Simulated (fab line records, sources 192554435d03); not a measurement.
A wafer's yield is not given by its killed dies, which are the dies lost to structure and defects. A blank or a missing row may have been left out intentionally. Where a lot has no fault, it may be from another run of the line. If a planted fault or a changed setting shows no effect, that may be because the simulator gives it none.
Which tool is to blame? | flow n5 finfet | Sampling: 11 lots, 33 wafers, 2 of 1938 route steps

WHAT THE GAUGES SHOWED, per wafer
N5_PASSIVATION_CD_MEAS_30: the cd target is 4000 nm.
lot  | measured     | on        | cd nm (nm)
L225 | day 12 06:47 | cd sem-02 | 4001.5 4000.5 4002.6
L226 | day 12 11:07 | cd sem-01 | 4004.6 4001.7 4001.8
L227 | day 13 14:27 | cd sem-03 | 3999.3 3998.4 3998.7
L229 | day 13 14:54 | cd sem-01 | 3998.8 3999.5 3999.3
L230 | day 14 07:20 | cd sem-03 | 3999.8 3999.0 4000.3
L234 | day 15 13:17 | cd sem-02 | 4001.2 4000.4 3998.6
L237 | day 15 13:39 | cd sem-03 | 3999.6 3998.5 4001.7
L233 | day 15 15:03 | cd sem-01 | 4000.0 4000.2 4000.5
L232 | day 15 19:04 | cd sem-02 | 3998.1 3997.0 3999.4
L236 | day 15 18:34 | cd sem-01 | 4001.4 4002.4 4000.2
L247 | day 18 19:12 | cd sem-03 | 4000.0 4001.0 3997.8

WHAT TOOL EACH LOT RAN ON (gives the tool, then ch and the chambers of the sampled wafers, and finally the start)
lot  | N5_BEOL_M12_SPUTTER_43
L225 | pvd sputter-03, day 11 01:43
L226 | pvd sputter-02, day 11 06:52
L227 | pvd sputter-01, day 11 17:55
L229 | pvd sputter-03, day 12 11:10
L230 | pvd sputter-03, day 12 22:48
L234 | pvd sputter-02, day 14 07:11
L237 | pvd sputter-03, day 14 07:31
L233 | pvd sputter-02, day 14 10:25
L232 | pvd sputter-01, day 14 13:54
L236 | pvd sputter-03, day 14 17:23
L247 | pvd sputter-03, day 17 16:11
- N5_BEOL_M12_SPUTTER_43: material TaN, target thk 15 nm, time 24.19 s.

THE ANSWER, worked out from the rows above alone
Rule: the usual values come from the lots themselves. The widest of any qualifying gaps counts: lots, ordered by their means at a reading, are off when they make up no more than a third of the lots, leave a main group of 4 or more, and stand apart from it by 3 or more times the standard deviation of that group's means. A main group whose means are all the same, to the digits that the tables above print for the reading, isn't used. A lot without any number at a reading at which 4 lots or more have one is off too. The other lots that the step has rows for count as sound.
Nothing can be told from this: no lot is off at any reading shown.

WHAT HAD BEEN PUT IN BY THE SIMULATOR
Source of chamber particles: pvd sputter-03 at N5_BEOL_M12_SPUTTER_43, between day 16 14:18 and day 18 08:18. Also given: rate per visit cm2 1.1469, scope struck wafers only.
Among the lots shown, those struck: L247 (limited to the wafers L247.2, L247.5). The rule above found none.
